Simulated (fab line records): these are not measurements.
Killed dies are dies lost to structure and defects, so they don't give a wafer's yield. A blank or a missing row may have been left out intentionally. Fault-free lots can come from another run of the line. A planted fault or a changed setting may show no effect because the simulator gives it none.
What tool caused it?    flow nand harc    Sampling: 14 lots, 42 wafers, 4 of 1302 route steps

## WHAT THE GAUGES SHOWED, per wafer
The record lacks any reading of a measuring or inspecting step that a usual standard deviation could be used to judge.

## EACH LOT AND THE TOOL THAT RAN IT (in order: tool; ch and the chambers of the sampled wafers; start)
lot   NHARC_P_M2_PRE_CLEAN_32          NHARC_P_BONDPAD_DEP_00                      NHARC_P_BONDPAD_ETCH_37             NHARC_P_BONDPAD_STRIP_15
L916  pecvd-01 ch 1,2, day 7 12:37     pecvd-01 ch 0,1, day 7 14:35 or earlier     rie diel-02 ch 1,2,3, day 7 14:35   rie diel-11 ch 0,2,3, day 7 14:54
L917  pecvd-04 ch 0,1,2, day 7 13:59   pecvd-02 ch 1,2, day 7 14:27                rie diel-02 ch 0,1,3, day 7 15:51   rie diel-11 ch 0,1,3, day 7 16:08
L919  pecvd-04 ch 0,2, day 8 14:01     pecvd-01 ch 0,2, day 8 14:29                rie diel-02 ch 1,3, day 8 16:01     rie diel-11 ch 0,2,3, day 8 16:22
L920  pecvd-01 ch 0,2, day 8 23:34     pecvd-02 ch 1,2, day 9 00:03                rie diel-02 ch 0,1,2, day 9 01:44   rie diel-11 ch 1,2, day 9 02:03
L921  pecvd-02 ch 0,1,2, day 9 15:19   pecvd-02 ch 0,1, day 9 17:13 or earlier     rie diel-02 ch 1,2,3, day 9 17:13   rie diel-08 ch 0,2, day 9 17:32
L922  pecvd-01 ch 0,2, day 9 17:11     pecvd-04 ch 1,2, day 9 17:40                rie diel-11 ch 0,1,2, day 9 19:11   rie diel-02 ch 0,1,2, day 9 19:32
L924  pecvd-04 ch 0,1, day 10 15:22    pecvd-04 ch 0,2, day 10 17:16 or earlier    rie diel-02 ch 0,2,3, day 10 17:16  rie diel-11 ch 0,2, day 10 17:35
L925  pecvd-04 ch 1,2, day 11 03:14    pecvd-04 ch 0,1,2, day 11 05:13 or earlier  rie diel-02 ch 0,2,3, day 11 05:13  rie diel-02 ch 0,2,3, day 11 05:33
L932  pecvd-02 ch 1,2, day 14 01:26    pecvd-04 ch 0,2, day 14 01:56               rie diel-02 ch 0,1,3, day 14 03:29  rie diel-11 ch 0,1,3, day 14 03:47
L933  pecvd-02 ch 0,2, day 14 08:23    pecvd-04 ch 0,2, day 14 08:52               rie diel-11 ch 1,3, day 14 10:17    rie diel-08 ch 0,1,3, day 14 10:38
L934  pecvd-02 ch 1,2, day 14 19:34    pecvd-04 ch 1,2, day 14 20:04               rie diel-08 ch 0,2,3, day 14 21:29  rie diel-11 ch 0,2, day 14 21:48
L935  pecvd-04 ch 0,1,2, day 15 02:31  pecvd-02 ch 0,2, day 15 03:01               rie diel-11 ch 1,2,3, day 15 04:34  rie diel-02 ch 0,3, day 15 04:50
L936  pecvd-04 ch 0,2, day 15 15:51    pecvd-02 ch 1,2, day 15 16:23               rie diel-11 ch 1,3, day 15 17:45    rie diel-11 ch 0,1,3, day 15 18:05
L937  pecvd-02 ch 0,2, day 15 22:13    pecvd-04 ch 1,2, day 15 22:50               rie diel-02 ch 0,1,2, day 16 00:14  rie diel-08 ch 0,1,2, day 16 00:33
- NHARC_P_M2_PRE_CLEAN_32: time 12 s.
- NHARC_P_BONDPAD_DEP_00: deposits SiCN, target thk 250 nm.
- NHARC_P_BONDPAD_ETCH_37: etches the open film in N2/H2, target depth 60 nm, overetch 18 nm, time 65.91 s.
- NHARC_P_BONDPAD_STRIP_15: strips in O2.

## AS READ BY THE TOOLS THEMSELVES (means over the sampled wafers that have a number; for cases with no such wafer, the mark the record gives instead)
NHARC_P_M2_PRE_CLEAN_32.
lot   tool      heater power w (W)
L916  pecvd-01  674
L917  pecvd-04  681
L919  pecvd-04  665
L920  pecvd-01  659
L921  pecvd-02  725
L922  pecvd-01  698
L924  pecvd-04  603
L925  pecvd-04  684
L932  pecvd-02  645
L933  pecvd-02  741
L934  pecvd-02  720
L935  pecvd-04  714
L936  pecvd-04  764
L937  pecvd-02  690

NHARC_P_BONDPAD_DEP_00.
lot   tool      heater power w (W)
L916  pecvd-01  575
L917  pecvd-02  650
L919  pecvd-01  637
L920  pecvd-02  652
L921  pecvd-02  622
L922  pecvd-04  646
L924  pecvd-04  684
L925  pecvd-04  603
L932  pecvd-04  644
L933  pecvd-04  639
L934  pecvd-04  696
L935  pecvd-02  659
L936  pecvd-02  659
L937  pecvd-04  697

NHARC_P_BONDPAD_ETCH_37.
lot   tool         drypump motor current A (A)  oes product au (a.u.)  rf vpp V (V)  run length s (s)  showerhead plenum p Torr (Torr)  throttle valve pct (%)
L916  rie diel-02  5.9                          1.003                  429.7         87.5              2.01                             14.165
L917  rie diel-02  5.8                          1.001                  431.8         87.6              2.08                             14.171
L919  rie diel-02  5.9                          1.008                  429.0         87.7              2.00                             14.169
L920  rie diel-02  5.6                          0.999                  428.6         87.2              2.02                             14.175
L921  rie diel-02  5.9                          1.009                  429.8         87.3              2.01                             14.173
L922  rie diel-11  5.5                          1.011                  432.8         87.5              2.11                             14.173
L924  rie diel-02  5.8                          1.003                  431.7         81.4              2.09                             14.167
L925  rie diel-02  5.8                          0.994                  432.0         81.5              2.09                             14.171
L932  rie diel-02  5.8                          1.000                  432.1         87.7              2.08                             14.180
L933  rie diel-11  5.3                          1.002                  431.1         87.0              2.05                             14.176
L934  rie diel-08  5.6                          1.011                  428.4         87.1              1.98                             14.171
L935  rie diel-11  5.5                          1.008                  432.2         87.2              2.08                             14.179
L936  rie diel-11  5.3                          1.006                  431.3         87.0              2.05                             14.168
L937  rie diel-02  5.6                          0.993                  429.2         87.4              2.01                             14.177

NHARC_P_BONDPAD_STRIP_15.
lot   tool         drypump motor current A (A)  oes product au (a.u.)  rf vpp V (V)  showerhead plenum p Torr (Torr)  throttle valve pct (%)
L916  rie diel-11  5.8                          1.008                  57.4          3.67                             17.033
L917  rie diel-11  5.7                          1.009                  58.3          3.62                             17.039
L919  rie diel-11  5.9                          1.020                  57.4          3.67                             17.043
L920  rie diel-11  5.2                          1.008                  58.2          3.55                             17.025
L921  rie diel-08  5.2                          1.007                  57.8          3.40                             17.030
L922  rie diel-02  5.6                          0.998                  57.5          3.49                             17.034
L924  rie diel-11  5.7                          1.007                  58.8          3.67                             17.026
L925  rie diel-02  5.8                          1.000                  57.5          3.60                             17.034
L932  rie diel-11  5.6                          1.012                  57.6          3.62                             17.036
L933  rie diel-08  5.7                          1.013                  57.0          3.53                             17.035
L934  rie diel-11  5.8                          1.015                  58.1          3.71                             17.037
L935  rie diel-02  6.0                          1.001                  58.1          3.71                             17.033
L936  rie diel-11  5.7                          1.017                  58.4          3.62                             17.039
L937  rie diel-08  5.2                          1.005                  57.4          3.51                             17.039

## THE ANSWER, worked out from the rows above alone
Rule: the lots themselves supply what counts as usual. The widest of any qualifying gaps counts: lots, ordered by their means at a reading, are off when they make up no more than a third of the lots, leave a main group of 4 or more, and stand apart from it by 3 or more times the standard deviation of that group's means. Not used: any main group whose means are identical at the precision the tables above print for the reading. Also off: a lot with no number at a reading for which 4 or more lots have one. The other lots that the step has rows for count as sound. First the gauges in route order, then the tools' own readings, where a lot's mean is used as printed above. The first step at which some lot is off is used, and at that step the reading that is off furthest; a lot without a number counts as furthest.
Off: L924, L925 (NHARC_P_BONDPAD_ETCH_37, run length s). Main group: mean 87.3 s, sd 0.24.
A tool fits if, at that step or a process step before it, it ran every lot that is off, and no sound lot after the first of them. NHARC_P_BONDPAD_DEP_00: start missing for some lots; hours and lot order therefore follow NHARC_P_BONDPAD_ETCH_37. Not one of the candidates tried fits.

## WHAT THE SIMULATOR PUT IN
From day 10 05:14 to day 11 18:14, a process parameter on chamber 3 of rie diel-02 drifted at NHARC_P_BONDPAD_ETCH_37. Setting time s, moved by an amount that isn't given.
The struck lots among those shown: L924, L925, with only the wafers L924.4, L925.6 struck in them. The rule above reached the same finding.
